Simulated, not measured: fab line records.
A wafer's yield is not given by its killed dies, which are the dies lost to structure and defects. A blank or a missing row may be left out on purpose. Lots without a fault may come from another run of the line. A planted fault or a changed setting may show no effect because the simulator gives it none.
Matching of chambers / flow n5 finfet / N5_BEOL_M15_DEP_53 on pecvd-04 has 3 sister chambers
The step deposits SiCN from 3MS/NH3, target thk 50 nm, time 17.8 s. 14 wafers are shown with their chamber, then 7 later ones without.

WAFERS PAIRED WITH THEIR CHAMBERS
wafer=L923.1; chamber=1; throttle valve pct (%)=18.3; showerhead plenum p Torr (Torr)=4.174
wafer=L923.4; chamber=2; throttle valve pct (%)=18.0; showerhead plenum p Torr (Torr)=4.180
wafer=L923.5; chamber=1; throttle valve pct (%)=18.2; showerhead plenum p Torr (Torr)=4.175
wafer=L931.2; chamber=1; throttle valve pct (%)=17.9; showerhead plenum p Torr (Torr)=4.170
wafer=L931.3; chamber=2; throttle valve pct (%)=18.0; showerhead plenum p Torr (Torr)=4.178
wafer=L931.5; chamber=0; throttle valve pct (%)=17.3; showerhead plenum p Torr (Torr)=4.151
wafer=L936.4; chamber=2; throttle valve pct (%)=18.2; showerhead plenum p Torr (Torr)=4.169
wafer=L936.5; chamber=1; throttle valve pct (%)=17.9; showerhead plenum p Torr (Torr)=4.178
wafer=L936.6; chamber=0; throttle valve pct (%)=17.0; showerhead plenum p Torr (Torr)=4.142
wafer=L934.2; chamber=1; throttle valve pct (%)=18.0; showerhead plenum p Torr (Torr)=4.175
wafer=L934.3; chamber=0; throttle valve pct (%)=17.1; showerhead plenum p Torr (Torr)=4.141
wafer=L934.6; chamber=1; throttle valve pct (%)=18.2; showerhead plenum p Torr (Torr)=4.163
wafer=L935.1; chamber=0; throttle valve pct (%)=16.9; showerhead plenum p Torr (Torr)=4.140
wafer=L935.5; chamber=1; throttle valve pct (%)=18.3; showerhead plenum p Torr (Torr)=4.176

SIGNATURES (means of the wafers above)
reading=throttle valve pct; chamber 0=17.075; chamber 1=18.114; chamber 2=18.067; scatter within a chamber=0.166
reading=showerhead plenum p Torr; chamber 0=4.14350; chamber 1=4.17300; chamber 2=4.17567; scatter within a chamber=0.0052
Rule: a wafer's distance from a chamber is the root of the sum, over the readings, of the square of ((its reading less the chamber's mean) divided by the reading's scatter). If the next closest chamber is less than 2 further off than the closest, the wafer can't be placed; otherwise it belongs to the closest. The scatter: take each reading less its chamber's mean, square it, sum over the shown wafers, divide by the number of wafers less the number of chambers, and take the root.

WAFERS WHOSE CHAMBER IS MISSING
wafer=L935.6; throttle valve pct (%)=18.4; showerhead plenum p Torr (Torr)=4.163
wafer=L945.3; throttle valve pct (%)=18.2; showerhead plenum p Torr (Torr)=4.176
wafer=L945.4; throttle valve pct (%)=16.9; showerhead plenum p Torr (Torr)=4.135
wafer=L945.5; throttle valve pct (%)=18.2; showerhead plenum p Torr (Torr)=4.158
wafer=L943.2; throttle valve pct (%)=17.3; showerhead plenum p Torr (Torr)=4.138
wafer=L943.5; throttle valve pct (%)=18.0; showerhead plenum p Torr (Torr)=4.174
wafer=L943.6; throttle valve pct (%)=18.3; showerhead plenum p Torr (Torr)=4.170

THE CHAMBER EACH PASSED THROUGH
wafer=L935.6; from the rows above=can't be placed: 1 or 2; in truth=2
wafer=L945.3; from the rows above=can't be placed: 1 or 2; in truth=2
wafer=L945.4; from the rows above=0; in truth=0
wafer=L945.5; from the rows above=can't be placed: 1 or 2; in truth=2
wafer=L943.2; from the rows above=0; in truth=0
wafer=L943.5; from the rows above=can't be placed: 2 or 1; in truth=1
wafer=L943.6; from the rows above=can't be placed: 1 or 2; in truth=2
2 of 7 placed correctly. Unplaceable from these rows: 5, with the true chamber sitting among the candidates in 5. 0 placed wrongly.
